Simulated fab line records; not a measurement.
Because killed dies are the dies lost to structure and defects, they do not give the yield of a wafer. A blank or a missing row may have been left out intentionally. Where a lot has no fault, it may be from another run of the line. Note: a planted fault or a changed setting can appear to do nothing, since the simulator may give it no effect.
Comparing a struck lot with a sound one | flow n5Finfet | 16 out of 1938 route steps
Sound: these wafers, L327.1, L327.2, L327.3. Wafers L341.1, L341.2, L341.5 were the ones struck. The cause is given at the end.
Order at every step that has rows: each side's tool, ch and its chambers, its first start. Under that, the readings that differ: sound wafers | struck wafers | difference of the means | sigmas: that difference in standard deviations of wafers without a fault.
alike: readings with means less than 2 such deviations apart, plus words and numbers identical on both sides. not compared: withheld readings, readings lacking a value on some wafer, bounds such as >300 that could conceal the same value, and numbers that have no deviation in the record and whose values overlap.
The two part at a step that has a row with sigmas, a row that says differs or no value, or rows on one side only. When numbers do not overlap yet have no deviation, they are printed without sigmas and do not part them. Lack of a reading on every wafer of one side parts them only where that side has two or more wafers.

N5_DUMMY_GATE_ETCH_42: etches SiO2 in CHF3/O2, target depth 3.5 nm, time 31 s.
  sound on rieDiel-06 ch 1,2,3, day 4 11:04; struck on rieDiel-03 ch 0,3, day 8 00:23
  alike: drypumpMotorCurrentA, oes_ar_750_au, oesProductAu, rfVppV, showerheadPlenumPTorr, throttleValvePct
  not compared: rfHoursCounterH
N5_DUMMY_GATE_STRIP_48: strips in N2/H2, time 20 s.
  sound on rieDiel-06 ch 1,2,3, day 4 11:07; struck on rieDiel-03 ch 0,3, day 8 00:26
  alike: drypumpMotorCurrentA, n2FlowSccm, oesProductAu, rfVppV, showerheadPlenumPTorr, throttleValvePct
  not compared: rfHoursCounterH
then, 5 steps without rows for these wafers: N5_DUMMY_GATE_PRECLEAN_33 (cleans in dHF, time 10 s); N5_DUMMY_GATE_PRECLEAN_25 (cleans in O3/DIW, time 45 s); N5_DUMMY_GATE_PRECLEAN_51 (cleans in SC2, time 45 s); N5_DUMMY_GATE_SRD_26 (time 30 s); N5_DUMMY_GATE_UV_OZONE_45 (time 120 s).
N5_DUMMY_GATE_INSPECT_27: inspects for defects (brightfield).
  struck on defectInspect-01, day 8 00:38; sound on defectInspect-01, day 4 11:18
  alike: rawDefectCount
N5_SPACER0_ALD_07: deposits SiNx, target thk 2 nm.
  sound on aldSin-04 ch 0,1,3, day 4 11:20; struck on aldSin-03 ch 1,2, day 8 00:40
  alike: heaterPowerW
N5_SPACER0_ALD_00: deposits SiOCN, target thk 3.5 nm, pulse time 3 s, purge time 2 s.
  sound on aldSin-04 ch 0,1,3, day 4 11:29; struck on aldSin-03 ch 1,2, day 8 00:49
  alike: heaterPowerW, precursorPulseHeightRel
N5_SPACER0_ALD_08: deposits SiNx, target thk 2 nm.
  sound on aldSin-04 ch 0,1,3, day 4 11:45; struck on aldSin-03 ch 1,2, day 8 01:04
  alike: heaterPowerW
N5_SPACER0_INSPECT_04: inspects for defects (darkfield).
  struck on defectInspect-02, day 8 01:14; sound on defectInspect-01, day 4 11:54
  alike: rawDefectCount
N5_SD_EPI_N_COAT_32: time 60 s, resist thk 350 nm.
  sound on lithoTrack-05 ch 0, day 4 11:56; struck on lithoTrack-01 ch 0, day 8 01:16
reading                   | sound                | struck               | difference | sigmas
dispensePressureKPa (kPa) | 55 55 55             | 44 44 44             | -11        | -2
heaterPowerTotalW (W)     | 502.4 503.1 500.7    | 480.7 477.4 478.5    | -23.2      | -13
plateTempC (C)            | 249.80 249.70 249.76 | 241.17 241.05 241.04 | -8.67      | -51
then, 1 step without rows for these wafers: N5_SD_EPI_N_COAT_33 (time 60 s, resist thk 35 nm).
-- here the record skips 5 days between the struck wafers' starts before and after, leaving off in module SD_EPI_N and picking up in module BEOL_M4 (first step shown: number 1111 of the route) --
N5_BEOL_M4_RC_MEAS_101:
  sound on prober-01 ch 0, day 10 00:36; struck on prober-01 ch 0, day 13 11:28
  alike: DIBL_N, DIBL_P, IOFF_N, IOFF_P, ION_N, ION_P, SS_N, SS_P, VT_N, VT_P
N5_PASSIVATION_PROBE_49:
  the record has rows for the sound wafers here (prober-02, day 14 11:48) and none for the struck ones

## WHERE THEY PART
First at N5_SD_EPI_N_COAT_32; last, within this record, at N5_PASSIVATION_PROBE_49.

WHY: whatever the simulator had introduced
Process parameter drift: lithoTrack-01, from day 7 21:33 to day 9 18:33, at N5_SD_EPI_N_COAT_32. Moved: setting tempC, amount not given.
